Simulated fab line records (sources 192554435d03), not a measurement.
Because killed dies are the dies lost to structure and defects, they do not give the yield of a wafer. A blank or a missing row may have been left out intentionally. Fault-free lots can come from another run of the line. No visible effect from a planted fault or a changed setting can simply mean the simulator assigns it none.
fab line records | flow n5Finfet
record lots=9 wafers=27 lastDay=17
route steps=1938 shown BEOL_M4@1111 PASS1_CAP@1874 PAD_METAL@1896 PASSIVATION@1905
lots untouched by any fault: they come from a run of this same line in which no faults occurred
startH: the number of hours between the record's first day and the start of the first shown wafer of the lot | waitH: time in hours since the lot's previous step | " the same as in the row above | L1.1+2: a single row standing in for several wafers | - no value present, or no start provided | * or withheld: withheld | < > ~ a bound
route shown NAME@n: NAME is a module with steps in the file, n the number in the route of the first one | usual: mean/standard deviation taken from wafers without a fault | same: alike in all rows | chamber/n: place in a boat | sites: the reading at each site | _std_site: the values' standard deviation | _edge_site: mean of outer sites minus mean of inner sites | radiusMm: how far each site lies from the wafer's centre | mask NAME#n: copy n | behind: the most recent tool/chamber to have shaped the wafer | hold: why the lot went on hold/how many hours it stayed there/how the hold came to an end | device: names the non-switching transistor (n, p or np) | end of line: tests of these same wafers at the route's end | a step without rows: its recipe alone | killed: not the wafer's yield, but the dies lost to structure and defects at the first sort | map: a wafer's dies, x killed, . not, _ none there
set.NAME: the run value of the setting; set.NAME@STEP: its run value at that earlier step | model.NAME: the simulator's own value behind a step, which no gauge read
one table for each step of the route and one row for each wafer, over a sample of lots
services: the hour from which a tool's chamber was out of use, counted from the record's first day as startH (under 0 if before that day), plus the number of hours and why
## steps
# step N5_BEOL_M4_RC_MEAS_101
# usual DIBL_N=35.3/1.5 DIBL_P=35.3/1.9 IOFF_N=0.145/0.027 IOFF_P=0.20/0.033 ION_N=670/12 ION_P=462/6.8 SS_N=71.3/0.6 SS_P=73.1/0.7 VT_N=251/3.4 VT_P=-251/3.2
# columns lot.wafer tool chamber startH waitH DIBL_N[mV/V] DIBL_P[mV/V] IOFF_N[nA/um] IOFF_P[nA/um] ION_N[uA/um] ION_P[uA/um] SS_N[mV/dec] SS_P[mV/dec] VT_N[mV] VT_P[mV]
L677.3 prober-01 0 222.77 0.3 34.0 34.3 0.135 0.19 681 471 70.8 72.8 251 -250
L677.4 " 0 " " 35.1 34.7 0.151 0.20 682 466 70.5 72.7 246 -248
L677.5 " 0 " " 34.4 34.0 0.135 0.19 681 467 70.9 71.7 252 -250
L676.2 prober-02 0 232.01 0.2 39.0 40.1 0.230 0.33 693 476 72.4 75.6 247 -242
L676.3 " 0 " " 35.8 36.8 0.172 0.25 676 474 72.2 73.9 245 -241
L676.4 " 0 " " 36.0 36.7 0.174 0.25 679 471 71.8 73.8 252 -246
L679.1 prober-01 0 240.44 0.0 35.3 35.3 0.149 0.23 674 465 71.1 73.4 251 -250
L679.2 " 0 " " 32.1 31.7 0.108 0.17 662 460 70.5 71.9 254 -250
L679.4 " 0 " " 34.6 35.5 0.132 0.21 664 462 71.6 72.2 253 -246
L680.1 prober-02 0 241.10 0.0 33.6 32.8 0.111 0.17 659 452 70.7 71.5 256 -253
L680.2 " 0 " " 33.6 33.8 0.130 0.20 674 474 70.3 72.5 249 -250
L680.3 " 0 " " 34.0 34.8 0.126 0.20 656 458 71.2 72.3 255 -248
L681.1 prober-01 0 250.96 0.0 34.0 34.9 0.120 0.19 654 458 70.6 72.7 256 -250
L681.3 " 0 " " 31.6 31.7 0.090 0.15 637 446 70.3 72.0 260 -251
L681.4 " 0 " " 35.0 35.7 0.139 0.20 672 465 70.4 73.0 252 -249
L682.1 prober-02 0 253.58 0.0 38.1 38.5 0.190 0.24 674 465 71.6 74.1 246 -246
L682.2 " 0 " " 34.4 35.4 0.132 0.20 662 463 70.5 73.4 251 -251
L682.4 " 0 " " 34.9 35.4 0.134 0.20 651 452 72.0 72.8 250 -250
L691.2 prober-01 0 304.26 0.2 36.1 34.9 0.148 0.18 668 454 71.4 73.0 251 -255
L691.3 " 0 " " 36.3 35.3 0.159 0.19 676 462 71.4 73.0 248 -253
L691.4 " 0 " " 35.4 35.1 0.150 0.19 662 461 71.5 73.4 247 -252
L692.1 prober-02 0 307.25 0.0 36.9 37.1 0.151 0.21 667 460 71.1 73.5 248 -249
L692.4 " 0 " " 35.1 34.1 0.120 0.18 663 465 71.8 72.4 254 -250
L692.5 " 0 " " 37.1 36.7 0.148 0.22 658 456 71.5 73.8 250 -248
L693.2 prober-01 0 311.05 0.2 36.4 36.2 0.156 0.21 663 459 71.5 73.0 250 -249
L693.3 " 0 " " 35.1 34.7 0.147 0.19 675 458 70.4 72.8 249 -250
L693.4 " 0 " " 34.8 33.9 0.126 0.17 657 457 70.7 72.9 252 -255
# step N5_PASSIVATION_PECVD_01
# recipe material=SiNx targetThkA=2000 tempC=400 precursor=SiH4/NH3/N2 pressureTorr=4.9 rfW=1406 timeS=43.2
# usual chamberPressureTorr=4.900/0.0098 heaterPowerW=381/91 showerheadPlenumPTorr=8.67/0.068 throttleValvePct=30.3/2.1
# columns lot.wafer tool chamber startH waitH chamberPressureTorr heaterPowerW showerheadPlenumPTorr throttleValvePct
L677.3 pecvd-01 0 318.48 0.0 4.898 483 8.70 35.0
L677.4 " 1 " " 4.902 504 8.66 29.1
L677.5 " 2 " " 4.917 254 8.56 29.7
L676.2 pecvd-04 2 331.26 0.0 4.897 397 8.73 28.0
L676.3 " 0 " " 4.900 419 8.68 31.5
L676.4 " 0 " " 4.886 424 8.69 31.6
L679.1 pecvd-04 0 338.61 0.0 4.896 338 8.68 31.9
L679.2 " 2 " " 4.917 397 8.75 28.4
L679.4 " 0 " " 4.898 353 8.67 31.6
L680.1 pecvd-04 2 339.04 0.0 4.884 297 8.74 28.0
L680.2 " 1 " " 4.896 334 8.62 29.4
L680.3 " 0 " " 4.877 386 8.70 31.4
L681.1 pecvd-04 1 347.42 0.0 4.907 430 8.63 29.1
L681.3 " 2 " " 4.896 349 8.73 28.1
L681.4 " 1 " " 4.901 446 8.61 29.2
L682.1 pecvd-01 2 348.46 0.0 4.911 202 8.58 29.7
L682.2 " 0 " " 4.899 512 8.73 34.5
L682.4 " 0 " " 4.901 530 8.73 34.9
L691.2 pecvd-04 0 402.16 0.0 4.887 419 8.69 32.2
L691.3 " 1 " " 4.909 427 8.64 29.2
L691.4 " 0 " " 4.892 423 8.67 31.9
L692.1 pecvd-01 2 402.19 0.0 4.900 233 8.57 30.0
L692.4 " 2 " " 4.894 240 8.56 30.2
L692.5 " 2 " " 4.893 256 8.57 29.9
L693.2 pecvd-04 2 405.68 0.0 4.891 339 8.73 28.5
L693.3 " 0 " " 4.887 405 8.68 32.0
L693.4 " 0 " " 4.905 414 8.68 32.0
# step N5_PASSIVATION_AL_DEP_21
# recipe material=Al targetThkA=28000 tempC=400 timeS=170 powerW=30000 chamberPressurePa=0.4 gas=Ar
# usual cathodeDcPowerW=30000/5.8 chamberPressurePa=0.4001/0.00086 throttleValvePct=29.9/0.86
# columns lot.wafer tool chamber startH waitH cathodeDcPowerW chamberPressurePa throttleValvePct
L677.3 pvdSputter-03 - 322.32 0.1 29995 0.3999 31.6
L677.4 " - " " 29998 0.4002 30.6
L677.5 " - " " 30003 0.4003 30.3
L676.2 pvdSputter-03 - 336.15 0.1 30001 0.4005 31.9
L676.3 " - " " 30003 0.4000 29.8
L676.4 " - " " 29999 0.4001 29.6
L679.1 pvdSputter-03 - 340.90 0.1 29999 0.4006 29.7
L679.2 " - " " 30000 0.3995 29.6
L679.4 " - " " 29992 0.4005 30.6
L680.1 pvdSputter-03 - 341.62 0.1 30004 0.3995 30.0
L680.2 " - " " 30006 0.3996 29.6
L680.3 " - " " 30005 0.3999 30.4
L681.1 pvdSputter-03 - 350.92 0.1 30006 0.4003 31.5
L681.3 " - " " 30004 0.4011 29.8
L681.4 " - " " 30001 0.3990 30.3
L682.1 pvdSputter-03 - 351.26 0.1 30014 0.3998 29.6
L682.2 " - " " 29991 0.4004 30.5
L682.4 " - " " 30001 0.4005 31.6
L692.1 pvdSputter-02 - 409.02 0.1 29996 0.4002 30.1
L692.4 " - " " 30002 0.4011 29.6
L692.5 " - " " 30010 0.3999 30.0
L693.2 pvdSputter-02 - 409.36 0.1 29997 0.4004 28.8
L693.3 " - " " 30004 0.4003 29.9
L693.4 " - " " 29999 0.3986 30.2
L691.2 pvdSputter-02 - 409.70 0.1 30004 0.3994 29.8
L691.3 " - " " 30004 0.3993 29.0
L691.4 " - " " 30003 0.4007 30.0
# step N5_PASSIVATION_CD_MEAS_30
# recipe targetCdNm=4000 landingEnergyEv=500 detector=seInlens polarity=opening
# usual cdNm=3999.0/1.8
# columns lot.wafer tool chamber startH waitH cdNm
L677.3 cdSem-01 0 322.80 - 3999.4
L677.4 " 0 " " 3999.4
L677.5 " 0 " " 3999.5
L676.2 cdSem-02 0 336.75 - 3999.1
L676.3 " 0 " " 3999.2
L676.4 " 0 " " 4000.2
L679.1 cdSem-03 0 341.49 - 4001.2
L679.2 " 0 " " 3997.1
L679.4 " 0 " " 4002.2
L680.1 cdSem-02 0 342.21 - 3997.8
L680.2 " 0 " " 3999.2
L680.3 " 0 " " 4000.4
L681.1 cdSem-01 0 351.51 - 4000.3
L681.3 " 0 " " 4001.2
L681.4 " 0 " " 4000.4
L682.1 cdSem-03 0 351.85 - 3996.7
L682.2 " 0 " " 3999.9
L682.4 " 0 " " 4001.6
L692.1 cdSem-03 0 409.49 - 3995.6
L692.4 " 0 " " 3998.0
L692.5 " 0 " " 3998.7
L693.2 cdSem-03 0 409.83 - 3998.3
L693.3 " 0 " " 4000.0
L693.4 " 0 " " 3998.2
L691.2 cdSem-03 0 410.17 - 3999.6
L691.3 " 0 " " 3997.5
L691.4 " 0 " " 3995.1
# step N5_PASSIVATION_INSPECT_64
# recipe mode=adi inspectInstrument=macro
# usual rawDefectCount=2.2/1.5
# columns lot.wafer tool chamber startH waitH rawDefectCount
L677.3 defectInspect-02 - 322.85 0.0 2
L677.4 " - " " 3
L677.5 " - " " 1
L676.2 defectInspect-02 - 336.80 0.0 2
L676.3 " - " " 2
L676.4 " - " " 1
L679.1 defectInspect-02 - 341.55 0.0 2
L679.2 " - " " 2
L679.4 " - " " 3
L680.1 defectInspect-02 - 342.28 0.0 3
L680.2 " - " " 2
L680.3 " - " " 3
L681.1 defectInspect-01 - 351.57 0.0 1
L681.3 " - " " 3
L681.4 " - " " 2
L682.1 defectInspect-01 - 351.91 0.0 2
L682.2 " - " " 2
L682.4 " - " " 2
L692.1 defectInspect-01 - 409.54 0.0 1
L692.4 " - " " 4
L692.5 " - " " 5
L693.2 defectInspect-01 - 409.88 0.0 2
L693.3 " - " " 2
L693.4 " - " " 3
L691.2 defectInspect-02 - 410.22 0.0 0
L691.3 " - " " 5
L691.4 " - " " 6
# step N5_PASSIVATION_ETCH_59
# recipe chemistry=Cl2/BCl3 target=TaN targetDepthA=650 timeS=34.9 ionEnergyEv=100 pressureMtorr=10 icpW=900 biasW=100 Cl2_flow_sccm=60 bcl3FlowSccm=30
# usual drypumpMotorCurrentA=6.0/0.54 heBacksideLeakSccm=3.5/0.33 oesProductAu=0.77/0.094 throttleValvePct=21.06/0.21
# columns lot.wafer tool chamber startH waitH drypumpMotorCurrentA heBacksideLeakSccm oesProductAu rfHoursCounterH throttleValvePct
L677.3 rieMetal-03 1 323.40 0.2 6.1 3.6 0.76 - 21.10
L677.4 " 0 " " 6.2 3.6 0.65 - 20.99
L677.5 " 1 " " 6.1 3.5 0.76 - 21.11
L676.2 rieMetal-01 0 337.99 0.3 5.4 3.1 0.84 30 20.64
L676.3 " 0 " " 5.4 3.2 0.83 - 20.64
L676.4 " 1 " " 6.3 3.2 0.91 - 21.44
L679.1 rieMetal-03 1 342.10 0.3 6.1 3.7 0.76 62 21.09
L679.2 " 0 " " 6.2 3.4 0.65 92 20.97
L679.4 " 0 " " 6.2 3.6 0.65 - 20.98
L680.1 rieMetal-01 0 342.93 0.4 5.4 3.1 0.83 30 20.65
L680.2 " 1 " " 6.3 3.1 0.91 5 21.44
L680.3 " 0 " " 5.4 3.1 0.83 - 20.65
L681.1 rieMetal-03 0 352.09 0.3 6.2 3.7 0.65 94 20.96
L681.3 " 0 " " 6.2 3.8 0.18 - 22.25
L681.4 " 1 " " 6.1 3.5 0.75 - 21.11
L682.1 rieMetal-02 1 352.83 0.7 6.6 3.5 0.21 37 22.31
L682.2 " 1 " " 6.7 3.5 0.78 - 21.03
L682.4 " 1 " " 6.6 3.6 0.78 - 21.02
L692.1 rieMetal-01 1 410.09 0.3 6.3 3.0 0.88 11 21.45
L692.4 " 1 " " 6.3 3.0 0.87 - 21.46
L692.5 " 1 " " 6.4 3.1 0.87 - 21.46
L693.2 rieMetal-02 1 410.44 0.3 6.6 3.6 0.76 42 21.05
L693.3 " 0 " " 5.1 3.3 0.95 - 21.14
L693.4 " 1 " " 6.6 5.3 0.76 - 21.04
L691.2 rieMetal-01 0 410.74 0.3 5.4 3.0 0.80 37 20.69
L691.3 " 0 " " 5.4 3.1 0.81 - 20.69
L691.4 " 1 " " 6.3 3.2 0.87 - 21.46
# step N5_PASSIVATION_PROBE_49
# usual defectLimitedYield=91.2/1.5 killed_at_M0_to_M3=34/11 killed_at_M4_up=14/5.4 killedAtContacts=12/5.9 killedAtFrontEnd=40/12 killedAtOther=4/3.3 killedDies=103/18 killedOnRim=14/4.1 killedOpen=68/13 killedShort=34/7.5 sort_bin_5_function=5.1/1 sort_bin_6_memory=3.3/0.7 sortNPass=1076/18 sortYieldPct=91.2/1.5
# same grossDies=1180 killedAtBackSide=0 sort_bin_4_leakage[%]=0 sort_bin_8_speed[%]=0
# columns lot.wafer tool chamber startH waitH defectLimitedYield[%] killed_at_M0_to_M3 killed_at_M4_up killedAtContacts killedAtFrontEnd killedAtOther killedDies killedOnRim killedOpen killedShort sort_bin_5_function[%] sort_bin_6_memory[%] sortNPass sortYieldPct[%]
L676.2 prober-02 - 343.30 0.9 88.9 60 8 8 51 4 131 17 80 48 6.4 4.3 1049 88.9
L676.3 prober-02 - 343.35 1.0 90.2 41 19 13 39 4 116 10 87 28 7.3 2.5 1064 90.2
L676.4 prober-02 - 343.40 1.0 88.5 50 16 15 55 0 136 18 93 41 6.2 4.5 1044 88.5
L681.1 prober-01 - 356.39 0.0 90.3 43 18 17 31 6 115 12 82 32 5.3 4.2 1065 90.3
L681.3 prober-01 - 356.49 0.1 0 32 18 17 31 1082 1180 152 69 31 96.5 3.1 0 0
L681.4 prober-01 - 356.54 0.2 88.5 48 23 12 34 19 136 19 93 42 6.9 4.3 1044 88.5
L682.1 prober-01 - 359.48 0.0 0 27 21 4 41 1087 1180 152 66 28 97.0 2.6 0 0
L682.2 prober-01 - 359.53 0.1 92.5 31 12 9 36 1 89 18 51 36 4.1 2.9 1091 92.5
L682.4 prober-01 - 359.63 0.2 90.8 26 28 10 42 3 109 10 75 33 5.3 3.6 1071 90.8
L692.1 prober-01 - 414.44 0.0 90.4 41 9 6 50 7 113 13 65 46 5.7 3.4 1067 90.4
L692.4 prober-01 - 414.59 0.2 92.2 37 14 4 34 3 92 7 57 32 4.6 2.8 1088 92.2
L692.5 prober-01 - 414.64 0.2 93.1 33 8 4 34 2 81 11 50 31 4.0 2.6 1099 93.1
L691.2 prober-01 - 416.68 0.4 91.7 40 19 8 29 2 98 18 74 24 4.4 3.6 1082 91.7
L691.3 prober-01 - 416.73 0.4 92.3 44 1 8 37 1 91 15 59 32 4.6 3.0 1089 92.3
L691.4 prober-01 - 416.78 0.5 90.6 36 8 9 49 9 111 21 78 33 6.0 3.2 1069 90.6
# killed by level:class
L676.2 STI_FIN_REVEAL:geometricParticle:open=15 BEOL_M3:geometricParticle:open=15 GATE_CUT:geometricParticle:short=11 BEOL_M0_SAQP:geometricParticle:short=11 BEOL_M0_SAQP:geometricParticle:open=9 MOL_CONTACT_COAG:geometricParticle:open=6 BEOL_M0:geometricParticle:open=6 BEOL_M2:geometricParticle:open=6
L676.3 BEOL_M3:geometricParticle:open=17 MOL_CONTACT_COAG:geometricParticle:open=13 BEOL_M4:geometricParticle:open=11 STI_FIN_REVEAL:geometricParticle:open=10 GATE_CUT:geometricParticle:open=7 BEOL_M0_SAQP:geometricParticle:short=6 BEOL_M1:geometricParticle:open=6 GATE_CUT:geometricParticle:short=4
L676.4 STI_FIN_REVEAL:geometricParticle:open=17 BEOL_M3:geometricParticle:open=12 GATE_CUT:geometricParticle:short=11 MOL_CONTACT_COAG:geometricParticle:open=9 BEOL_M0_SAQP:geometricParticle:open=8 BEOL_M2:geometricParticle:open=8 BEOL_M4:geometricParticle:open=8 GATE_CUT:geometricParticle:open=6
L681.1 MOL_CONTACT_COAG:geometricParticle:open=16 STI_FIN_REVEAL:geometricParticle:open=10 BEOL_M3:geometricParticle:open=9 BEOL_M1:geometricParticle:open=8 BEOL_M0_SAQP:geometricParticle:short=7 BEOL_M2:geometricParticle:open=6 BEOL_M4:geometricParticle:open=6 BEOL_M0_SAQP:geometricParticle:open=5
L681.3 PASSIVATION:areaEtch=1078 MOL_CONTACT_COAG:geometricParticle:open=12 BEOL_M4:geometricParticle:open=10 DUMMY_GATE:geometricParticle:open=8 BEOL_M0_SAQP:geometricParticle:open=7 BEOL_M3:geometricParticle:open=6 STARTING-WAFER:geometricParticle:short=6 MOL_CONTACT_COAG:geometricParticle:short=5
L681.4 BEOL_M0_SAQP:geometricParticle:open=18 BEOL_M0_SAQP:geometricParticle:short=12 BEOL_M4:geometricParticle:open=11 MOL_CONTACT_COAG:geometricParticle:open=10 FIN_SAQP:geometricParticle:open=9 DUMMY_GATE:geometricParticle:open=9 STI_FIN_REVEAL:geometricParticle:open=8 BEOL_M3:geometricParticle:open=8
L682.1 PASSIVATION:areaEtch=1086 BEOL_M4:geometricParticle:open=11 FIN_SAQP:geometricParticle:open=10 FIN_SAQP:geometricParticle:short=7 BEOL_M0_SAQP:geometricParticle:open=6 BEOL_M2:geometricParticle:open=6 STI_FIN_REVEAL:geometricParticle:open=5 BEOL_M3:geometricParticle:open=5
L682.2 BEOL_M0_SAQP:geometricParticle:short=11 BEOL_M0_SAQP:geometricParticle:open=10 ILD0:geometricParticle:short=8 MOL_CONTACT_COAG:geometricParticle:open=8 FIN_SAQP:geometricParticle:open=5 FIN_SAQP:geometricParticle:short=5 STI_FIN_REVEAL:geometricParticle:open=4 BEOL_M3:geometricParticle:open=4
L682.4 BEOL_M4:geometricParticle:open=17 FIN_SAQP:geometricParticle:short=16 FIN_SAQP:geometricParticle:open=14 MOL_CONTACT_COAG:geometricParticle:open=10 BEOL_M0_SAQP:geometricParticle:open=7 BEOL_M0:geometricParticle:open=6 ILD0:geometricParticle:short=4 BEOL_M0_SAQP:geometricParticle:short=4
L692.1 BEOL_M0_SAQP:geometricParticle:short=16 FIN_SAQP:geometricParticle:short=13 STI_FIN_REVEAL:geometricParticle:open=13 BEOL_M0_SAQP:geometricParticle:open=9 FIN_SAQP:geometricParticle:open=8 BEOL_M1:geometricParticle:open=7 BEOL_M3:geometricParticle:open=5 STI_FIN_REVEAL:geometricParticle:short=4
L692.4 BEOL_M1:geometricParticle:open=13 FIN_SAQP:geometricParticle:short=9 BEOL_M3:geometricParticle:open=9 BEOL_M4:geometricParticle:open=7 STI_FIN_REVEAL:geometricParticle:open=6 GATE_CUT:geometricParticle:short=5 BEOL_M0_SAQP:geometricParticle:open=5 FIN_SAQP:geometricParticle:open=4
L692.5 BEOL_M0_SAQP:geometricParticle:open=10 FIN_SAQP:geometricParticle:short=7 FIN_SAQP:geometricParticle:open=6 BEOL_M2:geometricParticle:open=6 BEOL_M0_SAQP:geometricParticle:short=5 BEOL_M1:geometricParticle:open=5 MOL_CONTACT_COAG:geometricParticle:open=4 STI_FIN_REVEAL:geometricParticle:open=3
L691.2 BEOL_M0_SAQP:geometricParticle:open=10 BEOL_M0_SAQP:geometricParticle:short=9 FIN_SAQP:geometricParticle:open=8 MOL_CONTACT_COAG:geometricParticle:open=8 STI_FIN_REVEAL:geometricParticle:open=7 BEOL_M3:geometricParticle:open=7 BEOL_M5:geometricParticle:open=6 DUMMY_GATE:geometricParticle:open=5
L691.3 STI_FIN_REVEAL:geometricParticle:open=9 BEOL_M2:geometricParticle:open=9 MOL_CONTACT_COAG:geometricParticle:open=8 BEOL_M0_SAQP:geometricParticle:short=8 BEOL_M3:geometricParticle:open=7 FIN_SAQP:geometricParticle:short=6 BEOL_M0:geometricParticle:open=6 BEOL_M3:geometricParticle:short=5
L691.4 BEOL_M2:geometricParticle:open=17 FIN_SAQP:geometricParticle:open=8 STI_FIN_REVEAL:geometricParticle:open=8 MOL_CONTACT_COAG:geometricParticle:open=7 FIN_SAQP:geometricParticle:short=6 GATE_CUT:geometricParticle:open=6 BEOL_M3:geometricParticle:open=6 BEOL_M0_SAQP:geometricParticle:open=5
## services
# columns tool chamber startH hours kind
pecvd-01 0 309.20 5.5 scheduledDown
pecvd-01 2 326.54 5.5 scheduledDown
pecvd-01 - 334.06 2.8 pm
rieMetal-02 0 351.64 - clean
rieMetal-02 0 351.64 13.3 scheduledDown
rieMetal-02 0 351.64 13.3 ventCycle
pecvd-04 1 379.70 11.8 repair
pecvd-01 1 385.07 2.1 scheduledDown
pecvd-01 1 387.20 - clean
pecvd-01 1 387.20 - consumableReplace:showerhead
pecvd-01 1 387.20 29.0 scheduledDown
pecvd-01 1 387.20 29.0 ventCycle
pecvd-01 0 404.77 2.1 scheduledDown
pvdSputter-03 - 407.82 2.5 repair
pecvd-04 2 407.85 2.1 scheduledDown
## key
firstSign step=N5_PASSIVATION_ETCH_59 reading=oesProductAu direction=down sigmas=6.1 usual=0.77 struck=0.20
effect step=N5_PASSIVATION_PROBE_49 reading=killedAtOther direction=up sigmas=99+ usual=4 struck=1084
moreKillsBornAt N5_PASSIVATION_ETCH_59@rieMetal-02=1086 N5_PASSIVATION_ETCH_59@rieMetal-03=1078
metAt N5_PASSIVATION_AL_DEP_21
struckLots L681,L682
struckWafers L681.3,L682.1
laterRowsLeftOut L681.3,L682.1
notActingAt N5_PASSIVATION_PECVD_01,N5_PASSIVATION_CD_MEAS_30,N5_PASSIVATION_INSPECT_64
onsetBetween 341.62 350.92
fault kind=processParameterDrift tool=pvdSputter-03 chamber=- onsetH=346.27 steps=N5_PASSIVATION_AL_DEP_21 channel=timeS offset=* shape=step endH=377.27 actsIn=* stated=* scope=struckWafersOnly
# laterRowsLeftOut: the simulator's readings of these wafers behind a module that went badly wrong aren't trusted and aren't shown, but for the sort
